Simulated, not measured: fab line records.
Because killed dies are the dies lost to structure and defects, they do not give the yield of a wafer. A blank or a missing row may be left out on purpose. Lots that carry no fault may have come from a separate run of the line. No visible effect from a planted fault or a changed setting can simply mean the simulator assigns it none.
Split-lot experiment ; flow n5Finfet ; 21 wafers read across 7 lots, on a route 1938 steps long

SPLIT DETAILS
At N5_BEOL_M9_COAT_05 (resist thk 90 nm), the setting spinRpm was moved away from the recipe's 1500 rpm on 7 of the 21 wafers read, by -5.0% to +10.6%. This setting was run at the recipe's value on the other wafers.

FROM THE SPLIT TO THE READING: what the file shows between them, 4 steps
- N5_BEOL_M9_EBR_07
- N5_BEOL_M9_SOFTBAKE_06: time 60 s
- N5_BEOL_M9_EXPOSE_08: exposes mask M9
- N5_BEOL_M9_PEB_09: peb time 60 s

THE READING
CAR-ArF_of_BEOL_M9_COAT_05.thkNm (the simulator's own value, which no gauge read), in nm, at N5_BEOL_M9_DEVELOP_10 (develop time 30 s). No usual value for it is given in the file. The 14 wafers here that ran the recipe average 88.3 nm, standard deviation 0.46 nm.

wafer;tool, chamber at the split;spinRpm as run, rpm;against the recipe;CAR-ArF_of_BEOL_M9_COAT_05.thkNm, nm;against lot-mates on the recipe
L081.1;lithoTrack-02, 0;1500;recipe;88.8;-
L081.2;lithoTrack-02, 0;1500;recipe;89;-
L081.3;lithoTrack-02, 0;1500;recipe;88.6;-
L083.2;lithoTrack-02, 0;1431;-4.6%;90.8;no lot-mate on the recipe
L083.3;lithoTrack-02, 0;1431;-4.6%;90.8;no lot-mate on the recipe
L083.4;lithoTrack-02, 0;1431;-4.6%;90.8;no lot-mate on the recipe
L091.1;lithoTrack-02, 0;1500;recipe;88.8;-
L091.2;lithoTrack-02, 0;1500;recipe;88.6;-
L091.5;lithoTrack-02, 0;1500;recipe;88.6;-
L087.1;lithoTrack-02, 0;1500;recipe;88.8;-
L087.2;lithoTrack-02, 0;1640;+9.3%;84.6;-4.2
L087.4;lithoTrack-02, 0;1640;+9.3%;84.6;-4.2
L094.1;lithoTrack-02, 0;1659;+10.6%;84;-4.4
L094.2;lithoTrack-02, 0;1500;recipe;88.4;-
L094.4;lithoTrack-02, 0;1500;recipe;88.4;-
L093.2;lithoTrack-04, 0;1500;recipe;87.8;-
L093.4;lithoTrack-04, 0;1500;recipe;87.8;-
L093.3;lithoTrack-04, 0;1500;recipe;87.6;-
L096.1;lithoTrack-04, 0;1500;recipe;87.8;-
L096.3;lithoTrack-04, 0;1500;recipe;87.8;-
L096.2;lithoTrack-04, 0;1425;-5.0%;90.6;+2.8

THE FIT
A straight line over all 21 wafers: CAR-ArF_of_BEOL_M9_COAT_05.thkNm changes by -0.433 nm for each +1% of spinRpm; r = -0.97; the points scatter about the line by 0.44 nm.
The same after taking each lot's own level away (the mean of its wafers on the recipe; 18 wafers): -0.45 nm for each +1%; r = -1.00; scatter 0.18 nm.
According to that fit, moving spinRpm by its largest amount changes the reading by 4.8 nm.
The span of the lots' own levels, 87.73 to 88.80 nm, comes to 2.3 times the standard deviation stated above.
Consequently the slope shifts little with the lot-to-lot level, the two slopes agreeing.
Check: with one of the wafers moved furthest among these (+10.6%) left out of the fit, the line predicts -4.9 nm for it against its lot-mates. It came out at -4.4 nm against them.

THESE WAFERS: OTHER SPLITS
These wafers also went through other splits before the reading. Each is held against what the fit with the lots' levels taken away leaves over:
other split on the same wafers;wafers away from the commonest value;r with CAR-ArF_of_BEOL_M9_COAT_05.thkNm (lot level and that fit taken away)
N5_BEOL_M7_TRENCH_ETCH_37 timeS;4;-0.45
N5_BEOL_M7_ETCH_41 sourceW;7;-0.30

THE WHOLE CHAIN: every reading that the file lists as answering this split, in the file's order
step;what it does;reading;change (the file's fit);r (the file's)
N5_BEOL_M9_COAT_05;resist thk 90 nm;CAR-ArF_of_BEOL_M9_COAT_05.thkNm (the simulator's own value, which no gauge read);-0.436 nm for each +1% of the setting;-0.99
N5_BEOL_M9_DEVELOP_10;develop time 30 s;CAR-ArF_of_BEOL_M9_COAT_05.thkNm (the simulator's own value, which no gauge read);-0.445 nm for each +1% of the setting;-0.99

FILE'S OWN FIT
CAR-ArF_of_BEOL_M9_COAT_05.thkNm changes by -0.445 nm for each +1% of spinRpm, r = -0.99.
